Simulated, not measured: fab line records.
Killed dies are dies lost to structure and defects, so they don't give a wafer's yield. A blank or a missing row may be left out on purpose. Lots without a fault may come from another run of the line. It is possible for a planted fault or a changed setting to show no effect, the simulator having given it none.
Matching of chambers :: flow n5Finfet :: rieDiel-06 running N5_BEOL_M6_DESCUM_33: 4 sister chambers
The step chemistry O2, time 7 s. 4 wafers are shown with their chamber, then 9 later ones without.

== WAFERS WITH THEIR CHAMBER ==
wafer: L082.3
chamber: 2
showerheadPlenumPTorr (Torr): 2.04

wafer: L083.4
chamber: 1
showerheadPlenumPTorr (Torr): 2.13

wafer: L092.4
chamber: 3
showerheadPlenumPTorr (Torr): 2.06

wafer: L092.6
chamber: 0
showerheadPlenumPTorr (Torr): 2.05

== WAFERS WHOSE CHAMBER IS MISSING ==
wafer: L090.2
showerheadPlenumPTorr (Torr): 2.05

wafer: L090.5
showerheadPlenumPTorr (Torr): 2.13

wafer: L090.6
showerheadPlenumPTorr (Torr): 2.03

wafer: L093.3
showerheadPlenumPTorr (Torr): 2.05

wafer: L093.4
showerheadPlenumPTorr (Torr): 2.03

wafer: L093.6
showerheadPlenumPTorr (Torr): 2.03

wafer: L096.2
showerheadPlenumPTorr (Torr): 2.12

wafer: L096.4
showerheadPlenumPTorr (Torr): 2.05

wafer: L096.5
showerheadPlenumPTorr (Torr): 2.13

== EACH ONE'S CHAMBER ==
wafer: L090.2
from the rows above: can't be placed: 0 or 2 or 3
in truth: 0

wafer: L090.5
from the rows above: 1
in truth: 1

wafer: L090.6
from the rows above: can't be placed: 2 or 0
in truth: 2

wafer: L093.3
from the rows above: can't be placed: 0 or 2 or 3
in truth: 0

wafer: L093.4
from the rows above: can't be placed: 2 or 0
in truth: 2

wafer: L093.6
from the rows above: can't be placed: 2 or 0
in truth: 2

wafer: L096.2
from the rows above: 1
in truth: 1

wafer: L096.4
from the rows above: can't be placed: 0 or 2 or 3
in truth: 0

wafer: L096.5
from the rows above: 1
in truth: 1
Correct placement for 3 of the 9. Not placeable from these rows: 6 (in 6, the candidates include the true chamber). Number placed wrongly: 0.
How it was worked out, from the rows above alone: a wafer's distance from a chamber is the root of the sum, over the readings, of the square of ((its reading less the chamber's mean) divided by the reading's scatter). If the next closest chamber is less than 2 further off than the closest, the wafer can't be placed; otherwise it belongs to the closest. The mean given for a chamber averages the wafers shown for that chamber. The scatter (one wafer shown for each chamber): square how far every hidden wafer sits from the nearest shown wafer, average those squares and take the square root.
